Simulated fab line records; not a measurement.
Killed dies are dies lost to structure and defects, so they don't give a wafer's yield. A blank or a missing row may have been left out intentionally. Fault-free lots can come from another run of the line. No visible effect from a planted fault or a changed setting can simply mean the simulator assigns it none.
A lot that was struck, set against a sound lot | flow n5-finfet | 37 steps out of a route of 1938
Sound: these wafers, L105.1, L105.2, L105.3. Struck: wafer L118.2 (L118.3, L118.5, from the same lot, were not struck and are left out); the cause is given at the end.
Per side, at each step with rows, come the tool, then ch with its chambers, and then its first start. Under that, the readings that differ: sound wafers | struck wafers | difference of the means | sigmas: that difference in standard deviations of wafers without a fault.
alike: words and numbers the same on both sides, and readings whose means are apart by under 2 such deviations; not compared: readings that were withheld, readings missing a value for some wafer, numbers with overlapping values and no deviation given by the record, and bounds like >300 which may hide the same value.
A row with sigmas, a row that says differs or no value, or rows on one side alone: a step with any of these is where the two part. Numbers that have no deviation but don't overlap get no sigmas and don't part them. A reading that every wafer of one side lacks parts them only if that side has two wafers or more.

first, 9 steps without rows for these wafers: N5_BEOL_M4_ANNEAL_95 (time 240 s); N5_BEOL_M4_SPUTTER_96 (material Cu, target thk 4.5 nm, time 8.29 s); N5_BEOL_M4_ECD_50 (material Cu, target thk 300 nm); N5_BEOL_M4_ANNEAL_51 (time 90 s); N5_BEOL_M4_CMP_52 (polishes, stops on SiOC, t overpolish 6.8 s, target thk 40 nm); N5_BEOL_M4_PRE_CLEAN_60 (time 15 s); N5_BEOL_M4_CO_CAP_55 (material Co, precursor CCTBA/H2, target thk 2 nm, time 102.1 s); N5_BEOL_M4_PRE_CLEAN_56 (time 15 s); N5_BEOL_M4_DEP_57 (deposits SiCN from 3MS/NH3, target thk 8 nm, time 14 s).
N5_BEOL_M4_RC_MEAS_101:
  sound on prober-02 ch 0, day 9 19:10; struck on prober-02 ch 0, day 12 08:04
  alike: DIBL_N, DIBL_P, IOFF_N, IOFF_P, ION_N, ION_P, SS_N, SS_P, VT_N, VT_P
then, 24 steps without rows for these wafers: N5_BEOL_M5_ILD_DEP_00 (deposits SiCOH lowk from DEMS/porogen, target thk 140.64 nm, time 25.9 s); N5_BEOL_M5_CURE_79 (cures SiCOH lowk, time 240 s); N5_BEOL_M5_PECVD_70 (deposits SiO2 from TEOS/O2, target thk 16 nm, time 18 s); N5_BEOL_M5_HM_DEP_02 (deposits TiN, target thk 20 nm); N5_BEOL_M5_COAT_59 (time 60 s, resist thk 60 nm); N5_BEOL_M5_COAT_60 (time 60 s, resist thk 12 nm); N5_BEOL_M5_COAT_71 (time 60 s, resist thk 5 nm); N5_BEOL_M5_COAT_05 (resist thk 30 nm); N5_BEOL_M5_EBR_07; N5_BEOL_M5_SOFTBAKE_06 (time 60 s); N5_BEOL_M5_EXPOSE_08 (exposes mask M5, target cd 28 nm); N5_BEOL_M5_PEB_09 (peb time 60 s); N5_BEOL_M5_DEVELOP_10 (develop time 30 s); N5_BEOL_M5_DESCUM_16 (chemistry O2, time 7 s); N5_BEOL_M5_ETCH_72 (etches underlayer in N2/H2, target depth 6.5 nm, time 5.2 s); N5_BEOL_M5_ETCH_61 (etches SiARC in CF4, target depth 15.6 nm, time 26 s); N5_BEOL_M5_ETCH_62 (etches SOC in N2/H2, target depth 75 nm, overetch 15 nm, time 112.5 s); N5_BEOL_M5_STRIP_63 (strips in N2/H2); N5_BEOL_M5_STRIP_73 (strips in N2/H2); N5_BEOL_M5_STRIP_64 (strips in CF4); N5_BEOL_M5_HM_OPEN_17 (chemistry Cl2/BCl3, target TiN, target depth 20 nm, overetch 6 nm); N5_BEOL_M5_STRIP_19 (strips in O2); N5_BEOL_M5_COAT_65 (time 60 s, resist thk 60 nm); N5_BEOL_M5_COAT_66 (time 60 s, resist thk 12 nm).
-- a jump in the record: the struck wafers' starts before and after are 3 days apart (it breaks off in module BEOL_M5 and resumes in module BEOL_M11, where the first step shown is number 1590 of the route) --
N5_BEOL_M11_ALD_74: deposits TaN, target thk 2 nm, pulse time 2 s, purge time 3 s.
  sound on ald-metal-04 ch 0,1,2, day 12 04:24; struck on ald-metal-04 ch 2, day 14 20:49
  reading                                  | sound          | struck | difference | sigmas
  ald-cycles                               | 40 40 40       | 14     | -26        |
  since-wet-clean-h (h)                    | 3008 3008 3008 | 3073   | +65        |
  model.TaN_of_BEOL_M11_ALD_74.thk-nm (nm) | 2 2 2          | 0.6    | -1.4       |
  alike: heater-power-w
N5_BEOL_M15_RC_MEAS_101:
  sound on prober-02 ch 0, day 13 06:40; struck on prober-02 ch 0, day 15 22:00
  reading                    | sound                   | struck   | difference | sigmas
  COMB_M11 (S/m)             | 1.5e-11 1.5e-11 1.6e-11 | 4.29e-10 | +4.14e-10  | +99 or more
  COMB_M11_max_site (S/m)    | 2e-11 2.5e-11 1.7e-11   | 6.09e-10 | +5.88e-10  | +99 or more
  COMB_M12 (S/m)             | 6.3e-12 6.1e-12 5.2e-12 | 9.2e-12  | +3.3e-12   | +2
  SERP_M11 (ohm/um)          | 3.08 3.05 3.08          | 2.89     | -0.18      | -3
  SERP_M11_max_site (ohm/um) | 3.16 3.12 3.18          | 2.95     | -0.20      | -3
  alike: etest-temp-c, COMB_M10, COMB_M13, COMB_M14, COMB_M15, COMB_M5, COMB_M5_max_site, COMB_M6, COMB_M7, COMB_M8, COMB_M9, COMB_M9_max_site, SERP_M10, SERP_M10_max_site, SERP_M12, SERP_M13, SERP_M14, SERP_M5, SERP_M6, SERP_M7, SERP_M8, SERP_M9
N5_PASSIVATION_PROBE_49:
  sound: prober-01 at day 13 23:06; struck: prober-01 at day 16 14:26
  reading                | sound   | struck | difference | sigmas
  killed_at_M4_up        | 10 15 5 | 50     | +40        | +6
  sort_bin_4_leakage (%) | 0 0 0   | 2.71   | +2.71      |
  alike: defect-limited-yield, killed_at_M0_to_M3, killed-at-contacts, killed-at-front-end, killed-at-other, killed-dies, killed-open, killed-short, sort_bin_5_function, sort_bin_6_memory, sort-n-pass, sort-yield-pct

## WHERE THEY PART
At N5_BEOL_M15_RC_MEAS_101 first; at N5_PASSIVATION_PROBE_49 last (within this record only).

WHY: whatever the simulator had introduced
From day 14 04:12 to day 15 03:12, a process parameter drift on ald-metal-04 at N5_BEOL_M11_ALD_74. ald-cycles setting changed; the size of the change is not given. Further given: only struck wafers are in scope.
